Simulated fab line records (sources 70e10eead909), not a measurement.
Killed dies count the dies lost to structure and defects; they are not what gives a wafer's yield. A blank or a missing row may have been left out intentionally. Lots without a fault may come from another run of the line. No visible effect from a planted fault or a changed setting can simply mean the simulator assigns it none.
fab line records	flow nand-harc	part 2 of 2: steps 5 to 6 of 6
[record] lots = 17	wafers = 51	last-day = 25
route steps=1159 shown A_CHANNEL_HOLE_D1@479 A_STAIRCASE@559
lots that met no fault: from a run of the same line without faults
start-h: hours from the record's opening day to when the first of the lot's shown wafers began	wait-h: hours elapsed since this lot's preceding step	" unchanged from the row above	L1.1+2: several wafers, shown together as one row	- no value present, or no start provided	* or withheld: withheld	< > ~ a bound
route shown NAME@n: a module of which the file shows steps, and the number in the route of the first	usual: mean and standard deviation over wafers with no fault	same: alike in all rows	chamber/n: place in a boat	sites: the reading at each site	_std_site: standard deviation of those values	_edge_site: mean of outer sites minus mean of inner sites	radius-mm: how far each site lies from the wafer's centre	mask NAME#n: copy n	behind: the most recent tool/chamber to have shaped the wafer	hold: why the lot went on hold/how many hours it stayed there/how the hold came to an end	device: the transistor (n, p or np) that didn't switch	end of line: the route-end tests of the same wafers	a step without rows: its recipe alone	killed: not the wafer's yield, but the dies lost to structure and defects at the first sort	map: a wafer's dies, marking killed ones x, the rest . and places with no die _
set.NAME: the run value of the setting; set.NAME@STEP: its run value at that earlier step	model.NAME: the simulator's own value behind a step, which no gauge read
route steps across a sampled set of lots; one table per step, one row per wafer
services: the hour from which a tool's chamber was out of use, counted from the record's first day as start-h (under 0 if before that day), plus the number of hours and why
[[steps]]
[step NHARC_A_STAIRCASE_TRIM_26]
[recipe] time-s = 211.2	o2-flow-sccm = 500	ar-flow-sccm = 0	bias-w = 0	chemistry = O2
[usual] chamber-pressure-mTorr = 60.00/0.05	drypump-motor-current-A = 5.9/0.49	o2-flow-sccm = 499.9/1.5	oes-product-au = 0.997/0.0095	rf-vpp-V = 57.8/0.93	showerhead-plenum-p-Torr = 3.50/0.1	throttle-valve-pct = 17.036/0.0085
[same] bias-w = 0
lot.wafer	tool	chamber	start-h	wait-h	chamber-pressure-mTorr	drypump-motor-current-A	o2-flow-sccm	oes-product-au	rf-hours-counter-h	rf-vpp-V	showerhead-plenum-p-Torr	throttle-valve-pct
L076.2	rie-diel-06	3	-	-	59.93	6.2	497.9	0.999	1	58.2	3.61	17.030
L076.1	"	0	"	"	59.98	6.2	499.7	0.994	1	57.8	3.60	17.030
L076.5	"	2	"	"	60.05	5.4	501.4	0.993	-	57.2	3.44	17.043
L075.2	rie-diel-05	0	-	-	60.13	5.9	499.9	1.001	32	57.9	3.46	17.026
L075.5	"	3	"	"	60.02	5.7	501.7	0.983	-	57.2	3.41	17.050
L075.6	"	0	"	"	60.05	5.9	500.2	0.998	-	56.6	3.46	17.016
L074.4	rie-diel-05	1	-	-	59.99	5.3	502.1	0.996	27	57.6	3.37	17.023
L074.1	"	2	"	"	60.06	6.7	498.2	0.990	28	58.0	3.68	17.019
L074.3	"	3	"	"	60.11	5.7	499.2	0.985	32	56.4	3.41	17.040
L079.1	rie-diel-10	0	-	-	60.03	5.5	500.6	1.013	31	58.5	3.64	17.052
L079.3	"	2	"	"	60.00	6.3	500.5	1.013	30	57.9	3.61	17.039
L079.5	"	3	"	"	59.99	5.2	498.8	0.998	-	58.1	3.40	17.042
L081.4	rie-diel-10	2	-	-	60.01	6.3	499.9	1.004	35	55.8	3.60	17.041
L081.2	"	3	"	"	60.11	5.2	499.4	0.999	36	57.3	3.40	17.039
L081.1	"	0	"	"	59.96	5.5	499.4	1.002	35	60.4	3.63	17.042
L082.2	rie-diel-06	1	-	-	60.03	5.7	500.0	0.995	17	57.9	3.51	17.029
L082.6	"	0	"	"	60.02	6.2	498.5	0.995	-	58.8	3.59	17.050
L082.5	"	1	"	"	59.94	5.8	503.3	0.999	-	57.3	3.51	17.040
L084.1	rie-diel-05	1	-	-	59.98	5.3	501.7	1.016	40	59.4	3.37	17.034
L084.3	"	2	"	"	59.90	6.7	499.9	0.996	43	56.7	3.67	17.028
L084.6	"	1	"	"	59.99	5.3	503.1	1.005	-	57.2	3.37	17.030
L087.2	rie-diel-05	0	-	-	59.96	5.9	498.7	0.984	52	55.3	3.45	17.032
L087.4	"	1	"	"	60.01	5.3	500.0	1.000	45	57.6	3.36	17.026
L087.5	"	3	"	"	59.98	5.7	500.4	0.975	-	57.0	3.40	17.030
L086.4	rie-diel-06	2	-	-	59.94	5.4	501.6	0.993	24	59.0	3.43	17.039
L086.2	"	3	"	"	60.06	6.1	498.4	1.005	26	58.7	3.59	17.027
L086.3	"	0	"	"	59.93	6.2	499.2	0.993	27	57.3	3.59	17.026
L088.3	rie-diel-06	0	-	-	59.99	6.2	499.9	0.998	28	58.9	3.59	17.017
L088.5	"	3	"	"	60.07	6.1	498.9	0.998	-	58.0	3.59	17.040
L088.6	"	0	"	"	60.02	6.2	500.0	1.001	-	57.1	3.59	17.029
L090.3	rie-diel-10	0	-	-	60.01	5.5	499.3	0.989	55	58.1	3.62	17.032
L090.1	"	3	"	"	60.06	5.2	499.1	0.999	56	57.6	3.39	17.028
L090.6	"	0	"	"	59.98	5.5	501.3	0.994	-	56.5	3.62	17.036
L092.2	rie-diel-10	2	-	-	59.99	6.3	499.3	1.022	60	58.6	3.59	17.036
L092.5	"	0	"	"	60.00	5.5	498.8	0.992	-	59.0	3.62	17.015
L092.6	"	1	"	"	60.00	6.7	500.5	0.998	-	56.8	3.41	17.042
L093.3	rie-diel-06	1	-	-	60.03	5.7	499.1	0.999	37	57.4	3.50	17.030
L093.1	"	2	"	"	60.09	5.5	504.2	0.998	38	57.6	3.42	17.048
L093.5	"	0	"	"	59.95	6.2	496.2	0.996	-	57.5	3.58	17.040
L091.4	rie-diel-10	2	-	-	59.93	6.3	499.7	1.016	61	58.4	3.59	17.040
L091.5	"	0	"	"	59.95	5.5	500.1	0.993	-	56.6	3.62	17.047
L091.6	"	1	"	"	59.94	6.7	499.2	0.993	-	57.9	3.41	17.034
L095.2	rie-diel-05	3	-	-	59.95	5.7	501.7	0.987	5	57.1	3.39	17.037
L095.1	"	0	"	"	59.99	5.9	498.3	0.996	6	58.2	3.44	17.050
L095.6	"	0	"	"	60.03	5.9	497.6	0.990	-	57.9	3.44	17.036
L096.4	rie-diel-06	3	-	-	60.07	6.2	498.1	0.999	50	57.2	3.58	17.031
L096.6	"	3	"	"	60.05	6.2	499.9	1.020	-	58.5	3.58	17.043
L096.5	"	0	"	"	60.01	6.2	498.3	1.013	-	58.5	3.58	17.040
L097.2	rie-diel-10	2	-	-	60.00	6.3	498.6	0.992	8	56.6	3.58	17.030
L097.5	"	2	"	"	60.02	6.3	499.8	0.998	-	57.1	3.58	17.029
L097.6	"	3	"	"	60.09	5.2	500.2	0.985	-	56.9	3.38	17.027
[step NHARC_A_STAIRCASE_TRIM_191]
[recipe] time-s = 211.2	o2-flow-sccm = 500	ar-flow-sccm = 0	bias-w = 0	chemistry = O2
[usual] chamber-pressure-mTorr = 60.00/0.058	drypump-motor-current-A = 5.9/0.45	o2-flow-sccm = 500.1/1.6	oes-product-au = 0.999/0.0099	rf-vpp-V = 57.8/0.86	showerhead-plenum-p-Torr = 3.51/0.097	throttle-valve-pct = 17.036/0.0096
[same] bias-w = 0
lot.wafer	tool	chamber	start-h	wait-h	chamber-pressure-mTorr	drypump-motor-current-A	o2-flow-sccm	oes-product-au	rf-hours-counter-h	rf-vpp-V	showerhead-plenum-p-Torr	throttle-valve-pct
L076.1	rie-diel-06	3	-	-	60.06	6.1	498.8	1.010	1	59.0	3.61	17.045
L076.2	"	0	"	"	60.10	6.2	498.9	1.005	1	58.5	3.60	17.044
L076.5	"	3	"	"	60.05	6.1	498.3	1.009	-	57.5	3.61	17.019
L075.2	rie-diel-06	2	-	-	59.99	5.4	498.9	0.987	4	57.7	3.44	17.033
L075.5	"	2	"	"	59.94	5.4	499.5	0.999	-	56.9	3.44	17.026
L075.6	"	3	"	"	60.07	6.1	497.3	1.016	-	59.7	3.61	17.046
L074.3	rie-diel-06	0	-	-	60.02	6.2	497.6	1.009	7	57.7	3.60	17.046
L074.4	"	1	"	"	60.07	5.8	499.9	1.001	6	55.7	3.52	17.041
L074.1	"	2	"	"	60.06	5.5	499.7	1.002	6	57.6	3.44	17.037
L079.1	rie-diel-06	1	-	-	60.02	5.7	500.2	0.988	8	56.7	3.52	17.032
L079.3	"	2	"	"	59.95	5.4	502.3	1.000	8	57.9	3.44	17.036
L079.5	"	3	"	"	59.97	6.1	500.2	1.009	-	58.1	3.60	17.034
L081.4	rie-diel-06	1	-	-	59.93	5.7	499.4	0.994	12	57.5	3.52	17.029
L081.2	"	3	"	"	60.00	6.2	500.8	1.006	15	57.1	3.60	17.036
L081.1	"	0	"	"	59.97	6.2	501.9	1.007	14	58.4	3.60	17.042
L082.2	rie-diel-05	1	-	-	59.97	5.3	499.5	1.007	39	56.6	3.37	17.040
L082.5	"	2	"	"	59.91	6.7	493.8	0.996	-	58.0	3.67	17.031
L082.6	"	3	"	"	59.93	5.8	498.4	0.991	-	58.4	3.40	17.053
L084.1	rie-diel-05	0	-	-	60.08	5.9	502.8	0.991	48	57.6	3.45	17.045
L084.3	"	1	"	"	59.94	5.3	498.6	1.002	41	57.4	3.37	17.020
L084.6	"	3	"	"	60.03	5.7	497.9	0.991	-	55.8	3.40	17.055
L087.4	rie-diel-06	0	-	-	60.05	6.2	501.8	0.993	27	57.3	3.59	17.018
L087.2	"	1	"	"	59.93	5.7	501.4	0.985	25	58.9	3.51	17.042
L087.5	"	3	"	"	60.24	6.1	500.8	1.007	-	58.6	3.59	17.024
L086.2	rie-diel-05	1	-	-	59.93	5.3	500.0	1.001	46	56.6	3.36	17.039
L086.3	"	2	"	"	60.05	6.7	499.8	0.983	49	58.0	3.67	17.034
L086.4	"	3	"	"	60.00	5.8	501.1	0.967	52	57.8	3.40	17.039
L088.3	rie-diel-10	3	-	-	59.99	5.2	500.0	1.000	51	57.9	3.39	17.050
L088.5	"	1	"	"	59.98	6.7	500.9	1.002	-	58.5	3.42	17.040
L088.6	"	2	"	"	60.00	6.3	502.7	1.017	-	57.9	3.60	17.037
L090.3	rie-diel-10	3	-	-	60.15	5.2	500.0	0.989	57	57.4	3.39	17.020
L090.1	"	2	"	"	60.09	6.2	502.0	1.010	53	57.3	3.59	17.044
L090.6	"	0	"	"	60.06	5.4	500.8	0.983	-	58.5	3.62	17.046
L092.2	rie-diel-06	0	-	-	59.92	6.2	499.5	1.009	41	56.7	3.58	17.035
L092.6	"	0	"	"	60.10	6.2	498.8	0.998	-	57.8	3.58	17.031
L092.5	"	1	"	"	59.96	5.8	500.1	1.001	-	57.0	3.50	17.035
L093.3	rie-diel-05	0	-	-	59.98	5.9	500.6	0.990	0	58.1	3.44	17.034
L093.1	"	1	"	"	59.95	5.3	503.4	0.998	0	58.4	3.36	17.042
L093.5	"	3	"	"	60.04	5.7	500.5	0.980	-	57.0	3.39	17.026
L091.4	rie-diel-06	2	-	-	59.99	5.4	502.9	0.983	41	56.4	3.42	17.023
L091.6	"	1	"	"	59.98	5.7	499.5	1.004	-	58.4	3.50	17.025
L091.5	"	2	"	"	60.02	5.4	500.1	0.989	-	58.1	3.42	17.049
L095.1	rie-diel-06	0	-	-	59.98	6.2	497.4	0.995	48	57.0	3.58	17.029
L095.2	"	3	"	"	59.98	6.1	501.5	1.009	49	57.7	3.58	17.045
L095.6	"	1	"	"	60.00	5.8	501.5	0.996	-	57.9	3.50	17.049
L096.4	rie-diel-10	0	-	-	60.02	5.4	500.9	1.018	1	57.1	3.62	17.044
L096.6	"	0	"	"	59.93	5.5	502.1	1.033	-	59.0	3.62	17.042
L096.5	"	1	"	"	59.95	6.7	500.1	1.006	-	57.7	3.41	17.016
L097.2	rie-diel-05	0	-	-	60.00	5.9	498.4	0.994	18	61.4	3.43	17.028
L097.6	"	2	"	"	60.07	6.7	497.8	1.012	-	57.5	3.65	17.044
L097.5	"	3	"	"	60.02	5.7	497.6	0.992	-	57.2	3.38	17.019
[[services]]
tool	chamber	start-h	hours	kind
rie-diel-06	0	172.35	-	clean
rie-diel-06	1	172.35	-	clean
rie-diel-06	2	172.35	-	clean
rie-diel-06	3	172.35	-	clean
rie-diel-10	-	176.50	9.0	pm
rie-diel-10	-	189.74	0.2	repair
rie-diel-06	0	196.85	-	clean
rie-diel-06	1	196.85	-	clean
rie-diel-06	2	196.85	-	clean
rie-diel-06	3	196.85	-	clean
rie-diel-06	0	221.37	-	clean
rie-diel-06	1	221.37	-	clean
rie-diel-06	2	221.37	-	clean
rie-diel-06	3	221.37	-	clean
rie-diel-05	2	232.68	11.8	repair
rie-diel-05	3	238.63	4.1	repair
rie-diel-05	1	240.59	11.9	repair
rie-diel-06	-	241.24	9.0	pm
rie-diel-06	0	241.24	9.0	vent-cycle
rie-diel-05	0	278.79	4.6	repair
har-etch-01	-	305.00	17.0	pm
rie-diel-05	-	341.57	9.0	pm
rie-diel-10	-	353.50	9.0	pm
rie-diel-05	2	356.08	19.8	repair
